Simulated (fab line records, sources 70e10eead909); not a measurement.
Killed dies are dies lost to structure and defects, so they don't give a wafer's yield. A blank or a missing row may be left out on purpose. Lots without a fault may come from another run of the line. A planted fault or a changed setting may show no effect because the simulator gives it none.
Chamber matching | flow nand_harc | NHARC_P_CONTACT_ETCH_31 on rie_diel-13: 4 sister chambers
The step etches the open film in CH3F/O2, target depth 30 nm, time 85.7 s. 14 wafers are shown with their chamber, then 6 later ones without.

WAFERS WITH THEIR CHAMBER
wafer  | chamber | showerhead_plenum_p_Torr (Torr) | drypump_motor_current_A (A) | run_length_s (s)
L663.2 | 0       | 2.40                            | 5.65                        | 107.6
L663.3 | 3       | 2.64                            | 6.17                        | 106.8
L663.6 | 1       | 2.61                            | 5.73                        | 106.6
L664.1 | 3       | 2.64                            | 6.18                        | 106.9
L664.4 | 2       | 2.45                            | 5.71                        | 106.2
L664.6 | 1       | 2.61                            | 5.71                        | 106.9
L665.2 | 2       | 2.45                            | 5.74                        | 106.5
L665.5 | 2       | 2.45                            | 5.71                        | 106.3
L665.6 | 1       | 2.61                            | 5.68                        | 107.0
L669.1 | 0       | 2.40                            | 5.65                        | 107.7
L669.2 | 2       | 2.44                            | 5.69                        | 106.2
L669.4 | 1       | 2.61                            | 5.73                        | 107.0
L671.3 | 1       | 2.61                            | 5.72                        | 106.9
L671.4 | 3       | 2.64                            | 6.19                        | 106.9

SIGNATURES (means of the wafers above)
reading                  | chamber 0 | chamber 1 | chamber 2 | chamber 3 | scatter within a chamber
showerhead_plenum_p_Torr | 2.4000    | 2.6100    | 2.4475    | 2.6400    | 0.00274
drypump_motor_current_A  | 5.6500    | 5.7140    | 5.7125    | 6.1800    | 0.0179
run_length_s             | 107.650   | 106.880   | 106.300   | 106.867   | 0.134
Rule: a wafer's distance from a chamber is the root of the sum, over the readings, of the square of ((its reading less the chamber's mean) divided by the reading's scatter). The wafer belongs to the nearest chamber; if the next one is less than 2 further off, it can't be placed. The scatter: the root of (the sum of the squares of (reading less its chamber's mean) over the shown wafers, divided by (wafers less chambers)).

WAFERS WITHOUT THEIR CHAMBER
wafer  | showerhead_plenum_p_Torr (Torr) | drypump_motor_current_A (A) | run_length_s (s)
L671.6 | 2.61                            | 5.70                        | 106.8
L678.2 | 2.60                            | 5.69                        | 106.7
L678.3 | 2.40                            | 5.65                        | 107.6
L678.6 | 2.64                            | 6.17                        | 106.8
L682.2 | 2.64                            | 6.18                        | 107.0
L682.4 | 2.60                            | 5.74                        | 106.6

WHICH CHAMBER EACH WENT THROUGH
wafer  | from the rows above | in truth
L671.6 | 1                   | 1
L678.2 | 1                   | 1
L678.3 | 0                   | 0
L678.6 | 3                   | 3
L682.2 | 3                   | 3
L682.4 | 1                   | 1
Placed correctly: 6 of 6. Can't be placed from these rows: 0. Placed wrongly: 0.
